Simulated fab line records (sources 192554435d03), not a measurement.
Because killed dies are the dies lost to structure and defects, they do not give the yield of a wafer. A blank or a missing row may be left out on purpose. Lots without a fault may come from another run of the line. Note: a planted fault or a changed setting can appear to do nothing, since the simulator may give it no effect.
Which tool is to blame? + flow n5Finfet + 10 lots, 28 wafers sampled, at 4 steps of a route of 1938

WHAT EACH GAUGE READ, for each wafer
N5_BEOL_M4_RC_MEAS_101.
| lot  | measured     | on        | DIBL_N (mV/V)  |
|------|--------------|-----------|----------------|
| L218 | day 8 10:36  | prober-02 | 38.7 37.7 36.0 |
| L220 | day 9 04:24  | prober-01 | 35.0 36.1 37.3 |
| L222 | day 9 14:58  | prober-02 | 34.4 39.7 37.1 |
| L223 | day 9 20:05  | prober-02 | 35.8 36.5 36.2 |
| L225 | day 10 08:25 | prober-01 | 38.0 37.1 38.6 |
| L227 | day 11 10:22 | prober-01 | 35.9 36.2 38.0 |
| L228 | day 11 12:47 | prober-02 | 35.3 35.3 32.9 |
| L232 | day 12 03:58 | prober-02 | 36.9 36.1 37.9 |
| L235 | day 12 11:14 | prober-01 | 38.0 38.2      |
| L236 | day 13 10:23 | prober-01 | 35.6 34.5      |

EACH LOT AND THE TOOL THAT RAN IT (in order: tool; ch and the chambers of the sampled wafers; start)
| lot  | N5_BEOL_M4_ANNEAL_87        | N5_BEOL_M4_CO_CAP_55            | N5_BEOL_M4_DEP_57              |
|------|-----------------------------|---------------------------------|--------------------------------|
| L218 | pvdSputter-03, day 8 02:44  | cvdCo-01 ch 0,1,2, day 8 09:56  | pecvd-02 ch 0,1,2, day 8 10:02 |
| L220 | pvdSputter-03, day 9 01:56  | cvdCo-01 ch 0,1,2, day 9 04:01  | pecvd-01 ch 0,1, day 9 04:08   |
| L222 | pvdSputter-02, day 9 12:51  | cvdCo-01 ch 0,1,2, day 9 14:44  | pecvd-01 ch 1,2, day 9 14:51   |
| L223 | pvdSputter-03, day 9 17:58  | cvdCo-01 ch 1,2, day 9 19:51    | pecvd-01 ch 0,2, day 9 19:58   |
| L225 | pvdSputter-02, day 10 05:56 | cvdCo-01 ch 0,1, day 10 07:52   | pecvd-02 ch 0,1, day 10 07:59  |
| L227 | pvdSputter-03, day 11 07:02 | cvdCo-02 ch 1,2, day 11 09:50   | pecvd-01 ch 0,1, day 11 09:57  |
| L228 | pvdSputter-03, day 11 10:10 | cvdCo-01 ch 0,1,2, day 11 12:05 | pecvd-02 ch 0,1, day 11 12:12  |
| L232 | pvdSputter-01, day 12 01:41 | cvdCo-02 ch 0,2, day 12 03:34   | pecvd-04 ch 1,2, day 12 03:41  |
| L235 | pvdSputter-03, day 12 09:03 | cvdCo-01 ch 1,2, day 12 10:57   | pecvd-04 ch 1,2, day 12 11:04  |
| L236 | pvdSputter-02, day 13 07:45 | cvdCo-01 ch 0,2, day 13 09:43   | pecvd-01 ch 0,2, day 13 09:49  |
- N5_BEOL_M4_ANNEAL_87: time 240 s.
- N5_BEOL_M4_CO_CAP_55: material Co, precursor CCTBA/H2, target thk 2 nm, time 102.1 s.
- N5_BEOL_M4_DEP_57: deposits SiCN from 3MS/NH3, target thk 8 nm, time 14 s.

THE ANSWER, worked out from the rows above alone
Rule: what is usual is taken from the lots themselves. Put in order of their means at a reading, lots are off if they are a third of the lots or fewer, leave a main group of 4 or more, and stand apart from it by a gap of 3 or more times the standard deviation of the main group's means; of several such gaps the widest counts. Not used: any main group whose means are identical at the precision the tables above print for the reading. Also off: a lot with no number at a reading for which 4 or more lots have one. Any other lot the step has rows for is counted as sound.
Nothing can be told from this: no lot is off at any reading shown.

WHAT HAD BEEN PUT IN BY THE SIMULATOR
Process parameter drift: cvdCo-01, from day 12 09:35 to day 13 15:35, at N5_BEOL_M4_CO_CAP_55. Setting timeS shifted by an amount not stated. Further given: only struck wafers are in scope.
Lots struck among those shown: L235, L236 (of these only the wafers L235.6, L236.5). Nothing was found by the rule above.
